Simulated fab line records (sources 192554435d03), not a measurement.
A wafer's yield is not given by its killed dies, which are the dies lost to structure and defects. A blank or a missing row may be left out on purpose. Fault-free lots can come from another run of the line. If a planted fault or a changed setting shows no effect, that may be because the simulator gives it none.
A struck lot beside a sound one | flow n5 finfet | 17 steps out of a route of 1938
Sound: these wafers, L556.2, L556.4, L556.5. Struck: wafer L564.6. (L564.1, L564.3 of the same lot were not struck and are left out.) The cause comes at the end.
Order at every step that has rows: each side's tool, ch and its chambers, its first start. Under that, the readings that differ: sound wafers | struck wafers | difference of the means | sigmas: that difference in standard deviations of wafers without a fault.
alike: a reading whose means differ by less than 2 such deviations, as well as words and numbers matching on both sides. not compared: withheld readings; readings where some wafer has no value; bounds like >300 that might hide an equal value; numbers whose values overlap and for which the record gives no deviation.
Wherever a step has rows on one side only, a row that says differs or no value, or a row with sigmas, the two part there. Non-overlapping numbers with no deviation appear without sigmas and do not part them. A reading missing from all wafers of one side parts the sides only when that side holds two or more wafers.

first, 7 steps without rows for these wafers: N5_BEOL_M10_COAT_60 (time 60 s, resist thk 30 nm); N5_BEOL_M10_COAT_05 (resist thk 90 nm); N5_BEOL_M10_EBR_07; N5_BEOL_M10_SOFTBAKE_06 (time 60 s); N5_BEOL_M10_EXPOSE_08 (exposes mask M10); N5_BEOL_M10_PEB_09 (peb time 60 s); N5_BEOL_M10_DEVELOP_10 (develop time 30 s).
N5_BEOL_M10_CD_MEAS_11 targets a cd of 64.1 nm.
  sound on cd sem-01 ch 0, day 13 09:37; struck on cd sem-03 ch 0, day 16 01:27
  alike: cd nm
N5_BEOL_M10_OVL_MEAS_12:
  sound on overlay-01 ch 0, day 13 09:38; struck on overlay-02 ch 0, day 16 01:29
  alike: M10_OVL
N5_BEOL_M10_INSPECT_13: inspects for defects (brightfield).
  sound on defect inspect-02, day 13 09:40; struck on defect inspect-01, day 16 01:31
  alike: raw defect count
N5_BEOL_M10_DESCUM_16: chemistry O2, time 7.9 s.
  sound on rie diel-06 ch 2,3, day 13 09:49; struck on rie diel-06 ch 1, day 16 01:45
  alike: drypump motor current A, oes product au, rf fwd power W, rf vpp V, showerhead plenum p Torr, throttle valve pct
  not compared: rf hours counter h
N5_BEOL_M10_ETCH_61: etches SiARC in CF4, target depth 39 nm, time 65 s.
  sound on rie diel-06 ch 2,3, day 13 09:50; struck on rie diel-06 ch 1, day 16 01:47
  alike: drypump motor current A, etch rf on time s, mfc ar sccm, oes product au, rf fwd power W, rf vpp V, showerhead plenum p Torr, throttle valve pct
  not compared: rf hours counter h
N5_BEOL_M10_ETCH_62: etches SOC in N2/H2, target depth 110 nm, overetch 22 nm, time 165 s.
  sound on rie diel-06 ch 2,3, day 13 09:53; struck on rie diel-06 ch 1, day 16 01:50
  reading                                     | sound             | struck | difference | sigmas
  rf fwd power W (W)                          | 838.6 834.1 839.3 | 843.7  | +6.4       | +2
  model.SiARC_of_BEOL_M10_COAT_60.thk nm (nm) | 23.2 23.2 23.4    | 20     | -3         |
  model.BEOL_M10.cd offset nm (nm)            | -0.2 0.2 0        | 1.2    | +1.2       |
  alike: drypump motor current A, oes product au, rf vpp V, showerhead plenum p Torr, throttle valve pct
  not compared: rf hours counter h
then, 1 step without rows for these wafers: N5_BEOL_M10_STRIP_68 (strips in N2/H2).
N5_BEOL_M10_STRIP_67: strips in CF4.
  sound on rie diel-06 ch 2,3, day 13 10:02; struck on rie diel-06 ch 1, day 16 01:59
  alike: drypump motor current A, oes product au, rf vpp V, showerhead plenum p Torr, throttle valve pct
  not compared: rf hours counter h
N5_BEOL_M10_HM_OPEN_17: chemistry Cl2/BCl3, target TiN, target depth 20 nm, overetch 6 nm.
  sound on rie metal-03 ch 0,1, day 13 10:05; struck on rie metal-02 ch 0, day 16 02:01
  reading                          | sound      | struck | difference | sigmas
  model.BEOL_M10.cd offset nm (nm) | -0.2 0.2 0 | 1.4    | +1.4       |
  alike: drypump motor current A, mfc ar sccm, oes_ar_750_au, oes product au, rf fwd power W, throttle valve pct
  not compared: rf hours counter h
N5_BEOL_M10_STRIP_19: strips in O2.
  sound on rie diel-06 ch 0,3, day 13 10:14; struck on rie diel-04 ch 2, day 16 02:14
  reading               | sound          | struck | difference | sigmas
  oes product au (a.u.) | 0.72 0.73 0.73 | 0.95   | +0.22      | +3
  alike: drypump motor current A, rf vpp V, showerhead plenum p Torr, throttle valve pct
  not compared: rf hours counter h

## WHERE THEY PART
Last at N5_BEOL_M10_STRIP_19 as far as this record goes, first at N5_BEOL_M10_ETCH_62.

WHY: whatever the simulator had introduced
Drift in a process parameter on rie diel-06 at N5_BEOL_M10_ETCH_62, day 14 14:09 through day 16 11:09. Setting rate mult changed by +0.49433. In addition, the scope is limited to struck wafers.
